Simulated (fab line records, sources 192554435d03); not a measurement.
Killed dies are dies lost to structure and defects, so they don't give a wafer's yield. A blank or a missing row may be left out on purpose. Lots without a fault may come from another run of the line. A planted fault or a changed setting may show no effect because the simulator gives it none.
Which tool did it? | flow n5_finfet | 24 lots, 72 wafers sampled, at 6 steps of a route of 1938

WHAT THE GAUGES READ, wafer by wafer
N5_BEOL_M6_CD_MEAS_35: target cd 40 nm, target cd y 28 nm. Usual: cd_nm 40.0 nm, standard deviation 0.73.
lot  | measured     | on        | cd_nm (nm)     | flag
L074 | day 8 11:32  | cd_sem-03 | 39.5 41.0 40.2 |
L075 | day 9 12:50  | cd_sem-02 | 39.6 40.6 39.7 |
L076 | day 9 18:46  | cd_sem-02 | 40.2 40.0 40.4 |
L077 | day 9 21:59  | cd_sem-01 | 40.3 41.5 40.7 |
L078 | day 10 03:59 | cd_sem-01 | 39.6 39.9 41.2 |
L080 | day 10 17:58 | cd_sem-01 | 40.6 40.6 40.7 |
L079 | day 10 18:21 | cd_sem-02 | 39.6 38.8 40.5 |
L082 | day 11 01:52 | cd_sem-01 | 39.9 40.3 40.8 |
L081 | day 11 04:25 | cd_sem-03 | 39.9 40.0 39.8 |
L085 | day 11 05:04 | cd_sem-01 | 39.6 38.8 39.6 |
L083 | day 11 20:30 | cd_sem-02 | 40.7 39.5 39.6 |
L084 | day 12 00:44 | cd_sem-01 | 40.4 40.0 40.0 |
L086 | day 12 02:51 | cd_sem-02 | 38.9 40.3 40.5 |
L088 | day 12 02:47 | cd_sem-01 | 38.7 40.4 38.8 |
L087 | day 12 02:57 | cd_sem-02 | 39.4 39.3 38.6 |
L089 | day 12 16:55 | cd_sem-02 | 41.4 41.8 41.2 |
L090 | day 13 07:02 | cd_sem-01 | 39.2 39.1 39.9 |
L091 | day 13 10:10 | cd_sem-03 | 39.4 40.0 40.7 |
L093 | day 13 15:40 | cd_sem-02 | 40.0 39.4 40.4 |
L094 | day 13 19:50 | cd_sem-03 | 40.1 40.7 39.6 |
L092 | day 13 19:32 | cd_sem-03 | 39.9 39.3 40.0 |
L095 | day 15 05:38 | cd_sem-01 | 39.4 39.3 39.8 |
L097 | day 15 05:35 | cd_sem-03 | 39.8 41.0 39.9 |
L096 | day 15 07:59 | cd_sem-03 | 39.0 39.3 38.4 |

N5_BEOL_M7_RS_MEAS_57: measures by four-point-probe. Usual: M7_RS 0.288 ohm/sq, standard deviation 0.0077.
lot  | measured     | on            | M7_RS (ohm/sq)    | flag
L074 | day 8 21:20  | film_metro-02 | 0.284 0.282 0.281 |
L075 | day 10 02:05 | film_metro-02 | 0.286 0.296 0.293 |
L076 | day 10 07:38 | film_metro-01 | 0.297 0.285 0.288 |
L077 | day 10 08:41 | film_metro-01 | 0.284 0.279 0.281 |
L078 | day 10 18:26 | film_metro-01 | 0.303 0.292 0.294 |
L080 | day 11 07:11 | film_metro-02 | 0.287 0.299 0.305 |
L079 | day 11 06:44 | film_metro-02 | 0.283 0.299 0.290 |
L082 | day 11 12:19 | film_metro-01 | 0.301 0.288 0.284 |
L081 | day 11 15:22 | film_metro-01 | 0.279 0.290 0.285 |
L085 | day 11 16:14 | film_metro-01 | 0.300 0.280 0.296 |
L083 | day 12 05:47 | film_metro-01 | 0.288 0.287 0.289 |
L084 | day 12 11:38 | film_metro-02 | 0.288 0.290 0.294 |
L086 | day 12 13:23 | film_metro-02 | 0.287 0.282 0.285 |
L088 | day 12 13:14 | film_metro-01 | 0.293 0.288 0.301 |
L087 | day 12 14:16 | film_metro-01 | 0.295 0.291 0.282 |
L089 | day 13 08:02 | film_metro-02 | 0.282 0.283 0.289 |
L090 | day 13 18:00 | film_metro-01 | 0.280 0.282 0.283 |
L091 | day 14 01:43 | film_metro-01 | 0.293 0.278 0.294 |
L093 | day 14 01:58 | film_metro-01 | 0.275 0.278 0.278 |
L094 | day 14 08:41 | film_metro-02 | 0.284 0.291 0.278 |
L092 | day 14 08:59 | film_metro-02 | 0.294 0.290 0.288 |
L095 | day 15 18:35 | film_metro-02 | 0.294 0.288 0.293 |
L097 | day 15 18:53 | film_metro-02 | 0.303 0.299 0.294 |
L096 | day 15 21:16 | film_metro-01 | 0.283 0.286 0.288 |

WHICH TOOL RAN EACH LOT (tool, then ch and the chambers of the sampled wafers, then the start)
lot  | N5_BEOL_M6_DESCUM_16               | N5_BEOL_M6_ANNEAL_51             | N5_BEOL_M6_DEP_56               | N5_BEOL_M7_ETCH_65
L074 | rie_diel-05 ch 0,3, day 8 06:44    | rtp_anneal-02 ch 0, day 8 14:10  | pecvd-04 ch 1,2, day 8 14:46    | rie_diel-03 ch 0,2, day 8 18:30
L075 | rie_diel-01 ch 0,1,2, day 9 11:14  | rtp_anneal-01 ch 0, day 9 16:19  | pecvd-02 ch 0,1, day 9 16:58    | rie_diel-04 ch 1,2, day 9 21:36
L076 | rie_diel-05 ch 0,3, day 9 16:03    | rtp_anneal-02 ch 0, day 9 22:30  | pecvd-02 ch 0,1, day 9 23:06    | rie_diel-03 ch 1,2,3, day 10 03:06
L077 | rie_diel-05 ch 0,1,3, day 9 19:50  | rtp_anneal-02 ch 0, day 9 23:16  | pecvd-02 ch 0,1, day 9 23:54    | rie_diel-04 ch 1,2, day 10 04:16
L078 | rie_diel-06 ch 1,2,3, day 10 02:24 | rtp_anneal-01 ch 0, day 10 07:19 | pecvd-02 ch 1,2, day 10 07:58   | rie_diel-03 ch 0,1,3, day 10 15:32
L080 | rie_diel-01 ch 1,2, day 10 16:29   | rtp_anneal-01 ch 0, day 10 22:10 | pecvd-03 ch 0,1, day 10 22:46   | rie_diel-04 ch 0,2,3, day 11 03:46
L079 | rie_diel-01 ch 1,2,3, day 10 16:44 | rtp_anneal-01 ch 0, day 10 22:50 | pecvd-03 ch 0,1,2, day 10 23:29 | rie_diel-03 ch 1,2,3, day 11 03:37
L082 | rie_diel-05 ch 0,2,3, day 10 23:01 | rtp_anneal-01 ch 0, day 11 03:37 | pecvd-02 ch 0,1,2, day 11 04:09 | rie_diel-03 ch 0,1,2, day 11 09:22
L081 | rie_diel-06 ch 2,3, day 11 02:07   | rtp_anneal-02 ch 0, day 11 06:38 | pecvd-02 ch 1,2, day 11 07:12   | rie_diel-02 ch 0,1,3, day 11 11:47
L085 | rie_diel-06 ch 1,3, day 11 03:01   | rtp_anneal-02 ch 0, day 11 06:57 | pecvd-03 ch 0,2, day 11 07:35   | rie_diel-03 ch 1,3, day 11 12:13
L083 | rie_diel-06 ch 0,1, day 11 15:41   | rtp_anneal-02 ch 0, day 11 22:39 | pecvd-04 ch 0,1,2, day 11 23:11 | rie_diel-04 ch 1,2, day 12 02:15
L084 | rie_diel-01 ch 0,1, day 11 21:19   | rtp_anneal-02 ch 0, day 12 03:21 | pecvd-04 ch 1,2, day 12 03:55   | rie_diel-03 ch 0,2,3, day 12 06:54
L086 | rie_diel-05 ch 0,1, day 12 00:53   | rtp_anneal-01 ch 0, day 12 05:20 | pecvd-03 ch 0,1, day 12 06:00   | rie_diel-02 ch 1,2,3, day 12 10:23
L088 | rie_diel-01 ch 1,2,3, day 12 01:11 | rtp_anneal-01 ch 0, day 12 04:50 | pecvd-03 ch 2, day 12 05:27     | rie_diel-04 ch 0,2,3, day 12 10:13
L087 | rie_diel-06 ch 0,1,2, day 12 01:19 | rtp_anneal-02 ch 0, day 12 05:31 | pecvd-03 ch 0,2, day 12 06:10   | rie_diel-03 ch 0,1,2, day 12 10:35
L089 | rie_diel-06 ch 0,1,3, day 12 15:19 | rtp_anneal-01 ch 0, day 12 19:44 | pecvd-02 ch 0,1,2, day 12 20:16 | rie_diel-02 ch 0,1, day 13 04:58
L090 | rie_diel-05 ch 2,3, day 13 04:51   | rtp_anneal-02 ch 0, day 13 08:55 | pecvd-03 ch 0,2, day 13 09:35   | rie_diel-02 ch 0,1,2, day 13 14:50
L091 | rie_diel-05 ch 0,1,2, day 13 06:57 | rtp_anneal-01 ch 0, day 13 13:34 | pecvd-02 ch 0,1,2, day 13 14:08 | rie_diel-03 ch 0,3, day 13 21:28
L093 | rie_diel-01 ch 0,1, day 13 14:04   | rtp_anneal-02 ch 0, day 13 17:40 | pecvd-02 ch 0,2, day 13 18:17   | rie_diel-02 ch 2,3, day 13 21:38
L094 | rie_diel-06 ch 1,2,3, day 13 16:37 | rtp_anneal-01 ch 0, day 13 22:10 | pecvd-04 ch 1,2, day 13 22:49   | rie_diel-04 ch 2,3, day 14 04:16
L092 | rie_diel-05 ch 0,1, day 13 17:22   | rtp_anneal-02 ch 0, day 13 21:24 | pecvd-03 ch 0,1,2, day 13 22:01 | rie_diel-03 ch 0,2,3, day 14 04:17
L095 | rie_diel-06 ch 1,3, day 14 18:53   | rtp_anneal-02 ch 0, day 15 10:49 | pecvd-04 ch 0,1, day 15 11:29   | rie_diel-04 ch 2,3, day 15 14:50
L097 | rie_diel-01 ch 1,3, day 14 23:43   | rtp_anneal-01 ch 0, day 15 07:53 | pecvd-03 ch 0,1,2, day 15 08:43 | rie_diel-04 ch 2,3, day 15 15:14
L096 | rie_diel-05 ch 0,2, day 15 05:36   | rtp_anneal-01 ch 0, day 15 12:06 | pecvd-03 ch 0,1,2, day 15 12:45 | rie_diel-02 ch 0,1,2, day 15 17:04
- N5_BEOL_M6_DESCUM_16: chemistry O2, time 7.9 s.
- N5_BEOL_M6_ANNEAL_51: time 90 s.
- N5_BEOL_M6_DEP_56: deposits SiCN from 3MS/NH3, target thk 10 nm, time 17.5 s.
- N5_BEOL_M7_ETCH_65: etches SiARC in CF4, target depth 15.6 nm, time 26 s.

WHAT THE TOOLS THEMSELVES READ (means of the sampled wafers that have a number; where no wafer has one, the mark that the record gives instead)
N5_BEOL_M6_DESCUM_16. Usual: drypump_motor_current_A 5.6 A, standard deviation 0.55; oes_product_au 0.81 a.u., standard deviation 0.098; rf_vpp_V 242.9 V, standard deviation 1.2; showerhead_plenum_p_Torr 2.08 Torr, standard deviation 0.068; throttle_valve_pct 20.37 %, standard deviation 0.28.
lot  | tool        | drypump_motor_current_A (A) | oes_product_au (a.u.) | rf_vpp_V (V) | showerhead_plenum_p_Torr (Torr) | throttle_valve_pct (%) | flag
L074 | rie_diel-05 | 6.1                         | 0.83                  | 243.5        | 2.08                            | 20.30                  |
L075 | rie_diel-01 | 5.5                         | 0.79                  | 242.8        | 2.07                            | 20.29                  |
L076 | rie_diel-05 | 6.1                         | 0.76                  | 243.4        | 2.11                            | 20.50                  |
L077 | rie_diel-05 | 6.0                         | 0.76                  | 242.9        | 2.08                            | 20.46                  |
L078 | rie_diel-06 | 5.6                         | 0.81                  | 242.5        | 2.07                            | 20.50                  |
L080 | rie_diel-01 | 5.5                         | 0.75                  | 242.6        | 2.08                            | 20.20                  |
L079 | rie_diel-01 | 5.6                         | 0.83                  | 242.6        | 2.08                            | 20.14                  |
L082 | rie_diel-05 | 5.9                         | 0.83                  | 243.6        | 2.11                            | 20.29                  |
L081 | rie_diel-06 | 6.2                         | 0.87                  | 243.5        | 2.14                            | 20.25                  |
L085 | rie_diel-06 | 5.1                         | 0.72                  | 242.0        | 1.99                            | 20.77                  |
L083 | rie_diel-06 | 5.1                         | 0.74                  | 242.1        | 2.03                            | 20.73                  |
L084 | rie_diel-01 | 5.0                         | 0.76                  | 241.8        | 2.03                            | 20.55                  |
L086 | rie_diel-05 | 6.0                         | 0.89                  | 242.4        | 2.05                            | 20.16                  |
L088 | rie_diel-01 | 5.6                         | 0.81                  | 242.8        | 2.07                            | 20.16                  |
L087 | rie_diel-06 | 5.7                         | 0.82                  | 243.6        | 2.10                            | 20.48                  |
L089 | rie_diel-06 | 5.3                         | 0.80                  | 243.4        | 2.10                            | 20.56                  |
L090 | rie_diel-05 | 5.7                         | 0.83                  | 243.4        | 2.14                            | 20.29                  |
L091 | rie_diel-05 | 5.8                         | 0.89                  | 243.1        | 2.08                            | 20.12                  |
L093 | rie_diel-01 | 5.0                         | 0.75                  | 242.7        | 2.03                            | 20.56                  |
L094 | rie_diel-06 | 5.7                         | 0.85                  | 243.5        | 2.15                            | 20.45                  |
L092 | rie_diel-05 | 6.0                         | 0.86                  | 242.3        | 2.04                            | 20.19                  |
L095 | rie_diel-06 | 5.2                         | 0.83                  | 243.3        | 2.15                            | 20.56                  |
L097 | rie_diel-01 | 5.2                         | 0.80                  | 243.2        | 2.04                            | 20.25                  |
L096 | rie_diel-05 | 5.9                         | 0.83                  | 243.6        | 2.06                            | 20.17                  |

N5_BEOL_M6_ANNEAL_51. Usual: anneal_temp_c 225.00 C, standard deviation 0.17; anneal_temp_c_max 225.76, standard deviation 0.22; wafer_temp_C_max 225.98, standard deviation 0.23.
lot  | tool          | anneal_temp_c (C) | anneal_temp_c_max | wafer_temp_C_max | flag
L074 | rtp_anneal-02 | 225.21            | 226.08            | 226.03           |
L075 | rtp_anneal-01 | 225.00            | 225.60            | 225.95           |
L076 | rtp_anneal-02 | 225.13            | 225.96            | 225.85           |
L077 | rtp_anneal-02 | 225.17            | 226.01            | 226.04           |
L078 | rtp_anneal-01 | 225.15            | 225.73            | 225.70           |
L080 | rtp_anneal-01 | 225.08            | 225.71            | 226.22           |
L079 | rtp_anneal-01 | 225.00            | 225.66            | 226.12           |
L082 | rtp_anneal-01 | 224.96            | 225.58            | 225.86           |
L081 | rtp_anneal-02 | 225.17            | 225.94            | 226.09           |
L085 | rtp_anneal-02 | 224.74            | 225.59            | 225.92           |
L083 | rtp_anneal-02 | 224.87            | 225.93            | 225.89           |
L084 | rtp_anneal-02 | 224.84            | 225.74            | 225.83           |
L086 | rtp_anneal-01 | 224.87            | 225.51            | 226.05           |
L088 | rtp_anneal-01 | 224.98            | 225.69            | 226.12           |
L087 | rtp_anneal-02 | 224.87            | 225.82            | 225.83           |
L089 | rtp_anneal-01 | 225.14            | 225.76            | 226.09           |
L090 | rtp_anneal-02 | 225.09            | 226.00            | 225.86           |
L091 | rtp_anneal-01 | 224.99            | 225.65            | 226.00           |
L093 | rtp_anneal-02 | 224.92            | 225.82            | 226.08           |
L094 | rtp_anneal-01 | 224.94            | 225.50            | 226.04           |
L092 | rtp_anneal-02 | 225.04            | 225.98            | 225.66           |
L095 | rtp_anneal-02 | 224.73            | 225.45            | 226.00           |
L097 | rtp_anneal-01 | 224.94            | 225.59            | 226.32           |
L096 | rtp_anneal-01 | 225.38            | 226.01            | 225.76           |

N5_BEOL_M6_DEP_56. Usual: showerhead_plenum_p_Torr 3.666 Torr, standard deviation 0.014; throttle_valve_pct 9.2 %, standard deviation 0.46.
lot  | tool     | showerhead_plenum_p_Torr (Torr) | throttle_valve_pct (%) | flag
L074 | pecvd-04 | 3.667                           | 9.4                    |
L075 | pecvd-02 | 3.667                           | 8.9                    |
L076 | pecvd-02 | 3.686                           | 9.1                    |
L077 | pecvd-02 | 3.666                           | 9.0                    |
L078 | pecvd-02 | 3.657                           | 8.7                    |
L080 | pecvd-03 | 3.661                           | 9.4                    |
L079 | pecvd-03 | 3.664                           | 9.5                    |
L082 | pecvd-02 | 3.662                           | 9.0                    |
L081 | pecvd-02 | 3.673                           | 9.0                    |
L085 | pecvd-03 | 3.666                           | 9.2                    |
L083 | pecvd-04 | 3.665                           | 9.4                    |
L084 | pecvd-04 | 3.663                           | 9.1                    |
L086 | pecvd-03 | 3.664                           | 9.6                    |
L088 | pecvd-03 | 3.659                           | 8.9                    |
L087 | pecvd-03 | 3.660                           | 9.1                    |
L089 | pecvd-02 | 3.669                           | 9.0                    |
L090 | pecvd-03 | 3.660                           | 9.1                    |
L091 | pecvd-02 | 3.659                           | 9.0                    |
L093 | pecvd-02 | 3.652                           | 8.8                    |
L094 | pecvd-04 | 3.675                           | 9.5                    |
L092 | pecvd-03 | 3.662                           | 9.1                    |
L095 | pecvd-04 | 3.671                           | 10.0                   |
L097 | pecvd-03 | 3.658                           | 9.4                    |
L096 | pecvd-03 | 3.665                           | 9.5                    |

N5_BEOL_M7_ETCH_65. Usual: drypump_motor_current_A 5.8 A, standard deviation 0.37; etch_rf_on_time_s 26.1 s, standard deviation 0.52; oes_product_au 0.67 a.u., standard deviation 0.075; rf_vpp_V 184.0 V, standard deviation 1.2; showerhead_plenum_p_Torr 2.13 Torr, standard deviation 0.071; throttle_valve_pct 15.60 %, standard deviation 0.23.
lot  | tool        | drypump_motor_current_A (A) | etch_rf_on_time_s (s) | oes_product_au (a.u.) | rf_vpp_V (V) | showerhead_plenum_p_Torr (Torr) | throttle_valve_pct (%) | flag
L074 | rie_diel-03 | 6.0                         | 26.1                  | 0.67                  | 182.8        | 2.07                            | 15.60                  |
L075 | rie_diel-04 | 5.4                         | 26.7                  | 0.58                  | 184.5        | 2.17                            | 15.73                  |
L076 | rie_diel-03 | 5.8                         | 26.0                  | 0.63                  | 184.4        | 2.14                            | 15.63                  |
L077 | rie_diel-04 | 5.4                         | 26.6                  | 0.58                  | 184.8        | 2.17                            | 15.73                  |
L078 | rie_diel-03 | 5.7                         | 26.1                  | 0.65                  | 183.9        | 2.14                            | 15.50                  |
L080 | rie_diel-04 | 5.9                         | 26.5                  | 0.63                  | 184.3        | 2.14                            | 15.72                  |
L079 | rie_diel-03 | 5.7                         | 26.4                  | 0.62                  | 184.5        | 2.13                            | 15.64                  |
L082 | rie_diel-03 | 5.9                         | 26.0                  | 0.67                  | 184.0        | 2.09                            | 15.53                  |
L081 | rie_diel-02 | 5.6                         | 25.7                  | 0.74                  | 183.5        | 2.10                            | 15.52                  |
L085 | rie_diel-03 | 5.6                         | 26.3                  | 0.61                  | 185.0        | 2.19                            | 15.63                  |
L083 | rie_diel-04 | 5.4                         | 26.6                  | 0.75                  | 184.7        | 2.17                            | 15.40                  |
L084 | rie_diel-03 | 5.8                         | 26.5                  | 0.64                  | 184.1        | 2.11                            | 15.64                  |
L086 | rie_diel-02 | 5.7                         | 25.2                  | 0.69                  | 183.3        | 2.09                            | 15.73                  |
L088 | rie_diel-04 | 5.9                         | 26.4                  | 0.63                  | 183.5        | 2.14                            | 15.74                  |
L087 | rie_diel-03 | 5.9                         | 26.1                  | 0.65                  | 183.0        | 2.09                            | 15.55                  |
L089 | rie_diel-02 | 5.9                         | 25.9                  | 0.78                  | 183.9        | 2.15                            | 15.28                  |
L090 | rie_diel-02 | 6.0                         | 25.9                  | 0.72                  | 184.7        | 2.14                            | 15.50                  |
L091 | rie_diel-03 | 5.6                         | 26.4                  | 0.62                  | 185.2        | 2.16                            | 15.63                  |
L093 | rie_diel-02 | 5.5                         | 25.6                  | 0.63                  | 183.2        | 2.10                            | 15.98                  |
L094 | rie_diel-04 | 6.0                         | 26.1                  | 0.64                  | 183.8        | 2.17                            | 15.71                  |
L092 | rie_diel-03 | 5.8                         | 26.2                  | 0.63                  | 184.0        | 2.11                            | 15.65                  |
L095 | rie_diel-04 | 6.0                         | 26.0                  | 0.63                  | 184.1        | 2.16                            | 15.73                  |
L097 | rie_diel-04 | 6.0                         | 26.7                  | 0.62                  | 184.3        | 2.16                            | 15.73                  |
L096 | rie_diel-02 | 6.0                         | 25.9                  | 0.71                  | 184.5        | 2.13                            | 15.53                  |

THE ANSWER, worked out from the rows above alone
Rule: a lot is off if the mean of its wafers that have a number lies more than 3 standard deviations from the usual mean. A lot without any number at a reading at which 4 lots or more have one is off too. The other lots that the step has rows for count as sound. The gauges are gone through in route order, then the tools' own readings, and for those a lot's mean is taken as printed above. The first step at which some lot is off is used, and at that step the reading that is off furthest; a lot without a number counts as furthest.
No lot is off at any reading shown: from this, nothing can be told.

WHAT THE SIMULATOR HAD PUT IN
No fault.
